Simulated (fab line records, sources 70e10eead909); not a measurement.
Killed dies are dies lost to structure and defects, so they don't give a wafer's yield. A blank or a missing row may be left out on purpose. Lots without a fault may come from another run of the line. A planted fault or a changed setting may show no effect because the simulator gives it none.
fab line records | flow nand_harc
record lots=6 wafers=18 last_day=24
route steps=1159 shown A_STAIRCASE@583 END@1159
lots that met no fault: from a run of the same line without faults
start_h: hours from the record's first day to the start of the lot's first wafer shown | wait_h: hours since the lot's step before | " the same as in the row above | L1.1+2: a row that stands for several wafers | - no value, or no start given | * or withheld: withheld | < > ~ a bound
route shown NAME@n: a module of which the file shows steps, and the number in the route of the first | usual: mean/standard deviation of fault-free wafers | same: alike in all rows | chamber/n: place in a boat | sites: the reading at each site | _std_site: their standard deviation | _edge_site: outer sites' mean less inner sites' | radius_mm: how far each site lies from the wafer's centre | mask NAME#n: copy n | behind: the tool/chamber that last shaped the wafer | hold: why the lot was held/for how many hours/how that ended | device: the transistor (n, p or np) that didn't switch | end of line: the same wafers' tests at the end of the route | a step without rows: its recipe alone | killed: dies lost to structure and defects at the first sort, not the wafer's yield | map: a wafer's dies, x killed, . not, _ none there
set.NAME: the setting as run; set.NAME@STEP: as run at that earlier step | model.NAME: the simulator's own value behind a step, which no gauge read
lots at some steps of the route; a table a step, a row a wafer
services: from which hour (start_h, from the record's first day; less than 0 if before it) a tool's chamber was out of use, for how many hours, and why
## steps
# step NHARC_A_STAIRCASE_TRIM_189
# recipe time_s=211.2 o2_flow_sccm=500 ar_flow_sccm=0 bias_w=0 chemistry=O2
# step NHARC_A_STAIRCASE_ETCH_190
# recipe target_depth_a=1000 time_s=40.5 ion_energy_ev=400 c4f8_flow_sccm=20 o2_flow_sccm=10 ar_flow_sccm=withheld rf_w=600 bias_w=1000 chemistry=C4F8/O2
# step NHARC_A_STAIRCASE_TRIM_191
# recipe time_s=211.2 o2_flow_sccm=500 ar_flow_sccm=0 bias_w=0 chemistry=O2
# usual drypump_motor_current_A=5.7/0.44 mfc_ar_sccm=0.008/0.01 oes_product_au=1.003/0.0094 rf_vpp_V=57.9/0.95 showerhead_plenum_p_Torr=3.56/0.11 throttle_valve_pct=17.035/0.0092
# columns lot.wafer tool chamber start_h wait_h drypump_motor_current_A mfc_ar_sccm oes_product_au rf_hours_counter_h rf_vpp_V showerhead_plenum_p_Torr throttle_valve_pct
L192.4 rie_diel-04 3 - - 6.1 0 1.029 50 57.6 3.51 17.038
L192.3 " 0 " " 5.8 0.013 0.994 49 59.7 3.66 17.040
L192.5 " 2 " " 5.6 0 1.018 - 57.8 3.68 17.052
L194.2 rie_diel-11 1 - - 5.3 0 0.999 21 57.6 3.36 17.031
L194.4 " 2 " " 6.0 0 0.995 21 57.0 3.64 17.037
L194.6 " 2 " " 6.0 0 1.001 - 57.5 3.64 17.036
L203.2 rie_diel-04 1 - - 5.2 0.023 1.017 3 58.7 3.68 17.031
L203.1 " 3 " " 6.1 0 0.989 5 54.9 3.50 17.040
L203.6 " 1 " " 5.2 0.023 1.009 - 58.0 3.68 17.056
L204.4 rie_diel-04 3 - - 6.0 0 0.998 6 56.7 3.50 17.039
L204.3 " 1 " " 5.2 0.023 1.005 4 58.9 3.68 17.028
L204.5 " 0 " " 5.8 0.013 1.002 - 58.1 3.64 17.037
L210.4 rie_diel-09 3 - - 5.7 0.033 1.000 33 56.9 3.40 17.036
L210.1 " 1 " " 6.8 0.005 0.983 33 59.4 3.67 17.034
L210.5 " 3 " " 5.8 0.033 1.007 - 56.8 3.40 17.025
L213.1 rie_diel-09 0 - - 5.5 0.002 1.006 39 57.8 3.68 17.031
L213.3 " 2 " " 5.4 0.020 0.987 35 56.6 3.55 17.034
L213.6 " 1 " " 6.8 0.005 0.982 - 58.5 3.67 17.038
# step NHARC_A_STAIRCASE_ETCH_192
# recipe target_depth_a=1000 time_s=40.5 ion_energy_ev=400 c4f8_flow_sccm=20 o2_flow_sccm=10 ar_flow_sccm=withheld rf_w=600 bias_w=1000 chemistry=C4F8/O2
# step NHARC_A_STAIRCASE_TRIM_193
# recipe time_s=211.2 o2_flow_sccm=500 ar_flow_sccm=0 bias_w=0 chemistry=O2
# usual drypump_motor_current_A=5.7/0.46 mfc_ar_sccm=0.008/0.01 oes_product_au=1.003/0.0089 rf_vpp_V=57.8/0.81 showerhead_plenum_p_Torr=3.56/0.11 throttle_valve_pct=17.036/0.0082
# columns lot.wafer tool chamber start_h wait_h drypump_motor_current_A mfc_ar_sccm oes_product_au rf_hours_counter_h rf_vpp_V showerhead_plenum_p_Torr throttle_valve_pct
L192.4 rie_diel-04 0 - - 5.8 0.013 1.006 49 58.3 3.65 17.025
L192.3 " 3 " " 6.1 0 1.016 50 57.1 3.51 17.036
L192.5 " 1 " " 5.2 0.023 0.993 - 56.9 3.69 17.026
L194.4 rie_diel-11 0 - - 6.0 0.001 1.014 23 56.7 3.53 17.028
L194.2 " 3 " " 5.0 0.011 0.995 21 57.4 3.50 17.027
L194.6 " 0 " " 6.0 0.001 1.011 - 57.8 3.53 17.037
L203.1 rie_diel-04 1 - - 5.2 0.023 1.021 4 57.6 3.68 17.037
L203.2 " 2 " " 5.6 0 1.009 5 57.6 3.67 17.061
L203.6 " 1 " " 5.2 0.023 1.009 - 58.4 3.68 17.038
L204.3 rie_diel-04 2 - - 5.6 0 1.002 6 57.8 3.67 17.045
L204.4 " 3 " " 6.1 0 0.999 6 57.1 3.50 17.018
L204.5 " 3 " " 6.1 0 0.986 - 57.8 3.50 17.042
L210.1 rie_diel-09 1 - - 6.7 0.005 0.981 33 57.6 3.67 17.040
L210.4 " 2 " " 5.4 0.020 0.993 32 58.7 3.55 17.039
L210.5 " 1 " " 6.7 0.005 0.979 - 58.7 3.67 17.048
L213.1 rie_diel-09 2 - - 5.4 0.020 0.994 35 57.5 3.55 17.042
L213.3 " 1 " " 6.8 0.005 0.994 37 59.0 3.67 17.033
L213.6 " 3 " " 5.8 0.033 1.009 - 56.4 3.40 17.035
# step NHARC_A_STAIRCASE_ETCH_194
# recipe target_depth_a=1000 time_s=40.5 ion_energy_ev=400 c4f8_flow_sccm=20 o2_flow_sccm=10 ar_flow_sccm=withheld rf_w=600 bias_w=1000 chemistry=C4F8/O2
# usual oes_product_au=0.946/0.012 rf_fwd_power_W=593.4/2.4 rf_vpp_V=897/3.8
# columns lot.wafer tool chamber start_h wait_h oes_product_au rf_fwd_power_W rf_hours_counter_h rf_vpp_V
L192.4 rie_diel-04 3 - - 0.962 591.7 50 895
L192.3 " 0 " " 0.941 593.3 49 902
L192.5 " 0 " " 0.940 593.3 - 899
L194.4 rie_diel-11 1 - - 0.930 597.2 22 891
L194.2 " 2 " " 0.951 593.4 21 900
L194.6 " 0 " " 0.937 592.6 - 896
L203.2 rie_diel-04 0 - - 0.950 595.8 6 901
L203.1 " 1 " " 0.942 593.1 4 901
L203.6 " 1 " " 0.959 594.3 - 902
L204.4 rie_diel-04 0 - - 0.955 589.0 7 900
L204.3 " 3 " " 0.955 594.2 6 896
L204.5 " 0 " " 0.958 589.9 - 899
L210.1 rie_diel-09 2 - - 0.936 595.3 32 898
L210.4 " 1 " " 0.947 588.5 33 903
L210.5 " 2 " " 0.942 594.2 - 897
L213.1 rie_diel-09 2 - - 0.939 595.1 36 896
L213.3 " 0 " " 0.941 589.6 39 902
L213.6 " 2 " " 0.932 594.9 - 898
# step NHARC_A_STAIRCASE_TRIM_196
# recipe time_s=211.2 o2_flow_sccm=500 ar_flow_sccm=0 bias_w=0 chemistry=O2
# usual drypump_motor_current_A=5.7/0.46 mfc_ar_sccm=0.010/0.011 oes_product_au=1.002/0.011 rf_vpp_V=57.8/0.92 showerhead_plenum_p_Torr=3.58/0.11 throttle_valve_pct=17.037/0.0085
# columns lot.wafer tool chamber start_h wait_h drypump_motor_current_A mfc_ar_sccm oes_product_au rf_hours_counter_h rf_vpp_V showerhead_plenum_p_Torr throttle_valve_pct
L192.4 rie_diel-09 3 252.18 0.1 5.8 0.033 0.999 67 57.4 3.42 17.027
L192.3 " 0 " " 5.5 0.002 1.008 60 58.6 3.70 17.036
L192.5 " 3 " " 5.8 0.033 1.001 - 58.0 3.42 17.048
L194.4 rie_diel-04 3 261.06 0.1 6.1 0 1.012 54 56.1 3.51 17.048
L194.2 " 1 " " 5.2 0.023 1.000 51 58.1 3.69 17.041
L194.6 " 3 " " 6.1 0 1.013 - 57.2 3.51 17.042
L203.2 rie_diel-04 1 311.21 0.1 5.2 0.023 1.008 4 56.6 3.68 17.028
L203.1 " 0 " " 5.8 0.013 1.006 6 58.6 3.64 17.027
L203.6 " 2 " " 5.6 0 1.013 - 57.5 3.67 17.020
L204.4 rie_diel-04 1 312.58 0.1 5.2 0.023 1.013 5 57.3 3.68 17.044
L204.3 " 3 " " 6.0 0 1.001 6 56.4 3.50 17.030
L204.5 " 2 " " 5.6 0 1.014 - 58.1 3.67 17.044
L210.1 rie_diel-09 1 360.11 0.1 6.7 0.005 0.998 33 58.5 3.67 17.039
L210.4 " 3 " " 5.7 0.033 1.010 33 54.7 3.40 17.041
L210.5 " 2 " " 5.4 0.020 1.003 - 57.8 3.55 17.041
L213.3 rie_diel-11 3 367.62 0.1 5.0 0.011 0.990 65 57.6 3.47 17.040
L213.1 " 0 " " 6.0 0.001 1.001 64 58.1 3.50 17.028
L213.6 " 3 " " 5.0 0.011 0.987 - 57.9 3.47 17.031
# step NHARC_A_STAIRCASE_ETCH_197
# recipe target_depth_a=1000 time_s=40.5 ion_energy_ev=400 c4f8_flow_sccm=20 o2_flow_sccm=10 ar_flow_sccm=withheld rf_w=600 bias_w=1000 chemistry=C4F8/O2
# step NHARC_A_STAIRCASE_TRIM_198
# recipe time_s=211.2 o2_flow_sccm=500 ar_flow_sccm=0 bias_w=0 chemistry=O2
# step NHARC_A_STAIRCASE_ETCH_199
# recipe target_depth_a=1000 time_s=40.5 ion_energy_ev=400 c4f8_flow_sccm=20 o2_flow_sccm=10 ar_flow_sccm=withheld rf_w=600 bias_w=1000 chemistry=C4F8/O2
# step NHARC_A_STAIRCASE_TRIM_200
# recipe time_s=211.2 o2_flow_sccm=500 ar_flow_sccm=0 bias_w=0 chemistry=O2
# step NHARC_A_STAIRCASE_ETCH_201
# recipe target_depth_a=1000 time_s=40.5 ion_energy_ev=400 c4f8_flow_sccm=20 o2_flow_sccm=10 ar_flow_sccm=withheld rf_w=600 bias_w=1000 chemistry=C4F8/O2
# usual oes_product_au=0.945/0.015 rf_fwd_power_W=592.7/2.3 rf_vpp_V=898/3.8
# columns lot.wafer tool chamber start_h wait_h oes_product_au rf_fwd_power_W rf_hours_counter_h rf_vpp_V
L192.3 rie_diel-09 2 252.85 - 0.936 593.4 64 897
L192.4 " 0 " " 0.956 589.6 61 903
L192.5 " 1 " " 0.960 591.6 - 903
L194.2 rie_diel-04 1 261.80 - 0.944 592.5 52 901
L194.4 " 3 " " 0.956 591.5 54 895
L194.6 " 1 " " 0.949 595.8 - 900
L203.1 rie_diel-04 3 311.96 - 0.797 591.9 6 896
L203.2 " 0 " " 0.961 590.0 6 899
L203.6 " 3 " " 0.803 591.8 - 895
L204.3 rie_diel-04 0 313.24 - 0.943 589.5 7 900
L204.4 " 1 " " 0.967 593.7 5 901
L204.5 " 3 " " 0.802 593.2 - 895
L210.1 rie_diel-09 0 361.34 - 0.932 589.3 35 900
L210.4 " 2 " " 0.927 595.7 32 897
L210.5 " 0 " " 0.929 589.4 - 901
L213.3 rie_diel-09 3 368.31 - 0.983 593.4 37 891
L213.1 " 0 " " 0.988 589.2 39 901
L213.6 " 2 " " 0.981 597.7 - 896
# step NHARC_A_STAIRCASE_TRIM_202
# recipe time_s=211.2 o2_flow_sccm=500 ar_flow_sccm=0 bias_w=0 chemistry=O2
# usual drypump_motor_current_A=5.8/0.46 mfc_ar_sccm=0.010/0.011 oes_product_au=1.003/0.011 rf_vpp_V=57.9/0.91 showerhead_plenum_p_Torr=3.58/0.11 throttle_valve_pct=17.036/0.009
# columns lot.wafer tool chamber start_h wait_h drypump_motor_current_A mfc_ar_sccm oes_product_au rf_hours_counter_h rf_vpp_V showerhead_plenum_p_Torr throttle_valve_pct
L192.3 rie_diel-09 1 - - 6.8 0.005 1.003 64 58.4 3.69 17.022
L192.4 " 3 " " 5.8 0.033 0.995 67 58.5 3.42 17.037
L192.5 " 1 " " 6.8 0.005 1.003 - 57.9 3.69 17.040
L194.4 rie_diel-04 0 - - 5.8 0.013 1.000 53 59.0 3.65 17.040
L194.2 " 2 " " 5.6 0 1.013 51 57.8 3.68 17.030
L194.6 " 0 " " 5.7 0.013 0.995 - 57.0 3.65 17.032
L203.2 rie_diel-04 0 - - 5.7 0.013 1.000 6 58.9 3.64 17.042
L203.1 " 1 " " 5.2 0.023 0.998 4 56.9 3.68 17.030
L203.6 " 1 " " 5.2 0.023 1.008 - 57.5 3.68 17.036
L204.4 rie_diel-04 2 - - 5.6 0 1.005 7 57.1 3.67 17.028
L204.3 " 1 " " 5.2 0.023 1.011 5 58.4 3.68 17.049
L204.5 " 3 " " 6.1 0 0.988 - 58.3 3.50 17.041
L210.1 rie_diel-09 2 - - 5.4 0.020 1.000 33 57.6 3.55 17.025
L210.4 " 0 " " 5.5 0.002 1.007 36 57.2 3.68 17.014
L210.5 " 1 " " 6.8 0.005 1.000 - 58.6 3.67 17.025
L213.1 rie_diel-09 3 - - 5.8 0.033 1.016 37 57.5 3.40 17.025
L213.3 " 0 " " 5.5 0.002 1.007 39 57.7 3.68 17.047
L213.6 " 3 " " 5.7 0.033 1.008 - 57.0 3.40 17.044
# step NHARC_END_SORT_01
# recipe temp_c=25
# usual killed_at_array=27/8.8 killed_at_other=0.4/0.82 killed_at_periphery=3.1/2.1 killed_dies=31/8.8 killed_open=3.3/2 killed_short=2.0/1.4
# same gross_dies=677
# columns lot.wafer tool chamber start_h wait_h killed_at_array killed_at_other killed_at_periphery killed_dies killed_open killed_short
L203.1 prober-01 0 505.75 2.5 464 0 5 469 8 4
L203.6 prober-01 0 509.80 4.0 448 0 1 449 5 6
L204.5 prober-02 0 508.55 3.7 449 2 3 454 1 3
# killed by level:class
L203.1 A_STAIRCASE:area_etch=428 A_CHANNEL_HOLE_D1:chamber_film_flake=25 A_CONTACT:geometric_particle:open=3 P_GATE:geometric_particle:open=2 P_STI:chamber_film_flake=2 A_CONTACT:chamber_film_flake=2 P_M2:geometric_particle:open=1 A_ONON_D1:geometric_particle:short=1
L204.5 A_STAIRCASE:area_etch=426 A_SLIT:chamber_film_flake=11 A_CONTACT:chamber_film_flake=5 A_CHANNEL_HOLE_D1:chamber_film_flake=3 A_ONON_D1:geometric_particle:short=2 P_GATE:chamber_film_flake=2 THIN_TSV:chamber_film_flake=2 P_CONTACT:geometric_particle:open=1
L203.6 A_STAIRCASE:area_etch=419 A_CHANNEL_HOLE_D1:chamber_film_flake=16 A_CHANNEL_FILL_D1:geometric_particle:short=3 A_WL_FILL:geometric_particle:open=2 A_STAIRCASE:chamber_film_flake=2 P_M1:geometric_particle:short=1 A_ONON_D1:geometric_particle:open=1 A_CHANNEL_HOLE_D1:geometric_particle:open=1
# map L203.1 (x killed, . not)
____________x____________
_________.xxxxxx_________
_______xxxx..xxxxx_______
______xxx..x.xxxxxx______
_____xxxx.xx.xxxxxxx_____
____.xx.xxx..xxxx.xxx____
____xxxx..xxxx.xxxxxx____
___.x.xx.x.xxxxxxxxxxx___
___x..xx....xxxxxxxxxx___
__x...xxxx..xxxxxxxxxxx__
__..x.xx.xxx.xxxx.xxxxx__
_x......xxx.xxxxxxxxxxxx_
_x.xxxx.xxx.xxx.x.xxxxxx_
_xx..x...xxxxxxxxx.xxxxx_
_x.....x.xx.xxxxxxxxxxxx_
_xxx.....xx..x.xxx..xxxx_
.x..xx.xxxxxxxxxxx.xx.xxx
xxxx...x......xxxx.xxxxxx
.x..x.x.x.x.xx.x.xxxxxxxx
.xx.x.x.xxxxx...xxxxxxxxx
.xx..........xx.xxxxxxxxx
_...x.x.....x.xxxxx.xxxx_
_x.xx..xxxx.xxx.x.xxxxxx_
_x.xx..xx..x.x.xxx.xxxxx_
_..x.....x.....xxxxxxxxx_
_xx.xxxx...x.xxx.xxxxxxx_
__xx......x..xxxxxx.xxx__
__..xx..x.xx....xxxxxxx__
___x.xxx....xxx.xxxxxx___
___.x...xxxxx.xxx.xxxx___
____xxxxxx..x.xxxxxxx____
____xx.xx...x.xxxx.xx____
_____.....xxxxxxxxxx_____
______xxxxx..xxxxxx______
_______xxxxxx.xxxx_______
_________xxx..xx_________
____________x____________
# map L204.5 (x killed, . not)
____________x____________
_________xxxxxxx_________
_______xxxxxxxxxxx_______
______xxxxxxxxxxxxx______
_____xxxxxxxxxxxxxxx_____
____xxxxxxxxxxxxxxxxx____
____xx.xxxxxx.xxxxxxx____
___xxxxx.xxxxxxxx.xxxx___
___xxxxxx.xx.x.xxxxxxx___
__xx...x...xx..xxxxxxxx__
__xxxx..x.x...x...xxxxx__
_xxx..xx.x......x.xxxxxx_
_xx.xx.x.x....x.x.x.xxxx_
_xxxxxx..x..x.....xxxxxx_
_xxxxx..x......x.xxxxxxx_
_xx.x......xxxx..x.xxxxx_
xxx..x....x.......xxxxxxx
xx.xxxxx..x..xx..x.xxxx.x
xxxx....x.xx...x..xxxxxxx
xxx....x..x.x......xxxxxx
x.x.....x....x.xxxx.xxxxx
_..x.xx.....x.....xxxx.x_
_xx...x.x..xx.....xxxxxx_
_x..x.....x..x.x.x..xxxx_
_xxxx......xxx...xxxxxxx_
_xxx....x.xx.x.x..x.xxxx_
__xxx.x.x......x.xxxxxx__
__xxxxx.xx..xxxx.x.xxxx__
___xxxx.x....x..xxxxxx___
___x.xx.....x..xxxx.xx___
____xxxxxxxx.xxxxxxxx____
____x.x.x.xxxxxxxxxxx____
_____.xxxxxxxxxxxxxx_____
______xxxxxx.xxxxxx______
_______xx.xxxxxxxx_______
_________xxxxxxx_________
____________x____________
## services
# columns tool chamber start_h hours kind
rie_diel-09 0 238.59 5.8 repair
rie_diel-04 0 243.45 - clean
rie_diel-04 1 243.45 - clean
rie_diel-04 2 243.45 - clean
rie_diel-04 3 243.45 - clean
rie_diel-09 - 254.10 9.0 pm
rie_diel-04 0 268.19 - clean
rie_diel-04 1 268.19 - clean
rie_diel-04 2 268.19 - clean
rie_diel-04 3 268.19 - clean
rie_diel-04 1 285.68 14.8 repair
rie_diel-04 - 288.90 9.0 pm
rie_diel-04 0 288.90 9.0 vent_cycle
rie_diel-04 2 288.90 9.0 vent_cycle
rie_diel-04 3 288.90 9.0 vent_cycle
rie_diel-04 0 297.90 - clean
rie_diel-04 2 297.90 - clean
rie_diel-04 3 297.90 - clean
rie_diel-09 - 303.60 1.2 repair
rie_diel-11 0 306.40 2.2 repair
rie_diel-04 0 322.40 - clean
rie_diel-04 1 322.40 - clean
rie_diel-11 1 352.19 8.8 repair
rie_diel-11 - 367.85 9.0 pm
## key
first_sign step=NHARC_A_STAIRCASE_ETCH_201 reading=oes_product_au direction=down sigmas=9.5 usual=0.945 struck=0.800
effect step=NHARC_END_SORT_01 reading=killed_dies direction=up sigmas=48 usual=31 struck=457
more_kills_born_at NHARC_A_STAIRCASE_ETCH_201@rie_diel-04=1273
met_at NHARC_A_STAIRCASE_ETCH_201
struck_wafers L203.1,L203.6,L204.5
later_rows_left_out L203.1,L203.6,L204.5
tester_left_out L203,L204
onset_between 261.80 311.96
fault kind=process_parameter_drift tool=rie_diel-04 chamber=3 onset_h=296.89 steps=NHARC_A_STAIRCASE_ETCH_201 channel=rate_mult offset=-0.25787 shape=step end_h=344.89
# tester_left_out: of these lots the tester's yield and bins aren't shown, on N5 and GAA mostly nor the transistor test; their killed dies are dies lost to structure and defects alone, not to doping, threshold or leakage, so they don't give the yield
# later_rows_left_out: the simulator's readings of these wafers behind a module that went badly wrong aren't trusted and aren't shown, but for the sort
